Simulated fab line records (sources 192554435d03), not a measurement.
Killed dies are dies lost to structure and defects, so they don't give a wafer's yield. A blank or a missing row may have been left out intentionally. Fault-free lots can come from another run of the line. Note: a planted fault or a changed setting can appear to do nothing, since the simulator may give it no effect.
Chamber matching	flow n5-finfet	rie-diel-05 running N5_HKMG_FIN_STRIP_90: 4 sister chambers
The step strips SOC in N2/H2, time 20 s. 4 wafers are shown with their chamber, then 8 later ones without.

## WAFERS, EACH WITH ITS CHAMBER
wafer	chamber	drypump-motor-current-A (A)
L089.4	2	5.3
L089.6	3	5.8
L092.4	0	6.0
L093.1	1	5.3

## WAFERS WITHOUT THEIR CHAMBER
wafer	drypump-motor-current-A (A)
L093.3	5.9
L093.4	6.0
L095.4	5.3
L095.5	5.3
L095.6	6.0
L097.1	5.3
L097.4	5.3
L097.5	5.3

## THE CHAMBER EACH PASSED THROUGH
wafer	from the rows above	in truth
L093.3	can't be placed: 0 or 3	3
L093.4	0	0
L095.4	can't be placed: 1 or 2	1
L095.5	can't be placed: 1 or 2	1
L095.6	0	0
L097.1	can't be placed: 1 or 2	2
L097.4	can't be placed: 1 or 2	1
L097.5	can't be placed: 1 or 2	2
Correct placement for 2 of the 8. These rows do not allow placing 6 (true chamber among the candidates in 6). Number placed wrongly: 0.
How it was worked out, from the rows above alone: a wafer's distance from a chamber is the root of the sum, over the readings, of the square of ((its reading less the chamber's mean) divided by the reading's scatter). The wafer belongs to the nearest chamber; if the next one is less than 2 further off, it can't be placed. The mean given for a chamber averages the wafers shown for that chamber. The scatter: with one shown wafer a chamber, the root of the mean of the squares of how far each hidden wafer lies from its nearest shown one.
